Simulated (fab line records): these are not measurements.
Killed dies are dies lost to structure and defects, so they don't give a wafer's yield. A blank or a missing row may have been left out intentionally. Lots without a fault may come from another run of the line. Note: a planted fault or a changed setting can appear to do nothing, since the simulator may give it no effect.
Chamber matching    flow nandHarc    4 sister chambers for NHARC_A_STAIRCASE_ETCHBACK_157 on rieDiel-03
The step etches the open film in CH3F/O2, target depth 90 nm, time 167.14 s. 8 wafers are shown with their chamber, then 8 later ones without.

WAFERS PAIRED WITH THEIR CHAMBERS
wafer   chamber  showerheadPlenumPTorr (Torr)  drypumpMotorCurrentA (A)
L082.5  2        2.32                          6.2
L085.5  3        2.33                          5.4
L085.6  2        2.31                          6.2
L087.5  0        2.64                          6.2
L088.1  0        2.64                          6.1
L088.3  3        2.33                          5.4
L088.6  1        2.46                          5.7
L089.2  1        2.46                          5.7

WAFERS WHOSE CHAMBER IS MISSING
wafer   showerheadPlenumPTorr (Torr)  drypumpMotorCurrentA (A)
L089.3  2.33                          5.4
L089.5  2.33                          5.4
L090.2  2.33                          5.4
L090.3  2.46                          5.7
L090.4  2.64                          6.1
L094.3  2.64                          6.1
L094.4  2.30                          6.2
L094.6  2.64                          6.2

WHICH CHAMBER EACH ONE RAN IN
wafer   from the rows above  in truth
L089.3  3                    3
L089.5  3                    3
L090.2  3                    3
L090.3  1                    1
L090.4  0                    0
L094.3  0                    0
L094.4  2                    2
L094.6  0                    0
8 of 8 placed correctly. From these rows, 0 cannot be placed. Number placed wrongly: 0.
How it was worked out, from the rows above alone: a wafer's distance from a chamber is the root of the sum, over the readings, of the square of ((its reading less the chamber's mean) divided by the reading's scatter). The wafer belongs to the nearest chamber; if the next one is less than 2 further off, it can't be placed. Each chamber's mean is taken over the wafers shown for it. The scatter: take each reading less its chamber's mean, square it, sum over the shown wafers, divide by the number of wafers less the number of chambers, and take the root.
